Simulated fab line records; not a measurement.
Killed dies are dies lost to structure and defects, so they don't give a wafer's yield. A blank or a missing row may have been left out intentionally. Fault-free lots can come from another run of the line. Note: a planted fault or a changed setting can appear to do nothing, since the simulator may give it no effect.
Lot-split experiment	flow n5Finfet	7 lots, 21 wafers read, on a route of 1938 steps

## THE SPLIT
At N5_PMOS_HMC_CHANNEL_EPI_PEB_07 (peb time 60 s), the setting pebTempC was moved away from the recipe's 110 C on 3 of the 21 wafers read, by -3.3% to +2.5%. All remaining wafers had this setting at the recipe value.

## FROM THE SPLIT TO THE READING: what the file shows between them, 1 step
- N5_PMOS_HMC_CHANNEL_EPI_DEVELOP_08: develop time 30 s

## THE READING
cdNm (nm) at N5_PMOS_HMC_CHANNEL_EPI_CD_MEAS_09, where the cd target is 237.4 nm. On this fab line, fault-free wafers typically give 237.7 nm with a standard deviation of 0.99 nm.

wafer	tool, chamber at the split	pebTempC as run, C	against the recipe	cdNm, nm	against lot-mates on the recipe
L075.1	lithoTrack-01, 0	110	recipe	237.2	-
L075.2	lithoTrack-01, 0	110	recipe	237.2	-
L075.3	lithoTrack-01, 0	110	recipe	237.6	-
L076.1	lithoTrack-03, 0	110	recipe	234.7	-
L076.2	lithoTrack-03, 0	110	recipe	235.6	-
L076.6	lithoTrack-03, 0	110	recipe	237.2	-
L077.4	lithoTrack-05, 0	110	recipe	237.9	-
L077.5	lithoTrack-05, 0	110	recipe	237.4	-
L077.6	lithoTrack-05, 0	110	recipe	237.5	-
L080.1	lithoTrack-03, 0	110	recipe	239.8	-
L080.5	lithoTrack-03, 0	112.8	+2.5%	245.8	+7.2
L080.6	lithoTrack-03, 0	110	recipe	237.5	-
L085.1	lithoTrack-05, 0	110	recipe	239.3	-
L085.2	lithoTrack-05, 0	106.4	-3.3%	226.0	-11.4
L085.5	lithoTrack-05, 0	110	recipe	235.5	-
L095.1	lithoTrack-01, 0	110	recipe	237.5	-
L095.3	lithoTrack-01, 0	110	recipe	238.5	-
L095.6	lithoTrack-01, 0	110	recipe	238.2	-
L096.1	lithoTrack-01, 0	110	recipe	239.3	-
L096.4	lithoTrack-01, 0	110	recipe	239.8	-
L096.6	lithoTrack-01, 0	108.4	-1.5%	233.4	-6.2

THE FIT
A straight line over all 21 wafers: cdNm changes by +3.37 nm for each +1% of pebTempC; r = +0.93; the points scatter about the line by 1.4 nm.
The same after taking each lot's own level away (the mean of its wafers on the recipe; 21 wafers): +3.32 nm for each +1%; r = +0.96; scatter 0.95 nm.
That fit puts the effect of the largest move of pebTempC on the reading at 11 nm.
The span of the lots' own levels, 235.83 to 239.55 nm, comes to 3.8 times the standard deviation stated above.
Hence the lot-to-lot level has little effect on the slope; both slopes agree.
Check: with one of the wafers moved furthest among these (-3.3%) left out of the fit, the line predicts -10.5 nm for it against its lot-mates. Against them it came out at -11.4 nm.

## THE WHOLE CHAIN: every reading that the file lists as answering this split, in the file's order
step	what it does	reading	change (the file's fit)	r (the file's)
N5_PMOS_HMC_CHANNEL_EPI_CD_MEAS_09	target cd 237.4 nm	cdNm	+3.34 nm for each +1% of the setting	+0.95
N5_PMOS_HMC_CHANNEL_EPI_DESCUM_14	chemistry O2, time 7.9 s	PMOS_HMC_CHANNEL_EPI.cdNm (the simulator's own value, which no gauge read)	+3.63 nm for each +1% of the setting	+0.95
N5_PMOS_HMC_CHANNEL_EPI_ETCH_32	etches BARC in N2/H2, stops on SiO2, target depth 85.8 nm, time 50.3 s	PMOS_HMC_CHANNEL_EPI.cdNm (the simulator's own value, which no gauge read)	+3.49 nm for each +1% of the setting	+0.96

## FILE'S OWN FIT
cdNm changes by +3.34 nm for each +1% of pebTempC, r = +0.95.
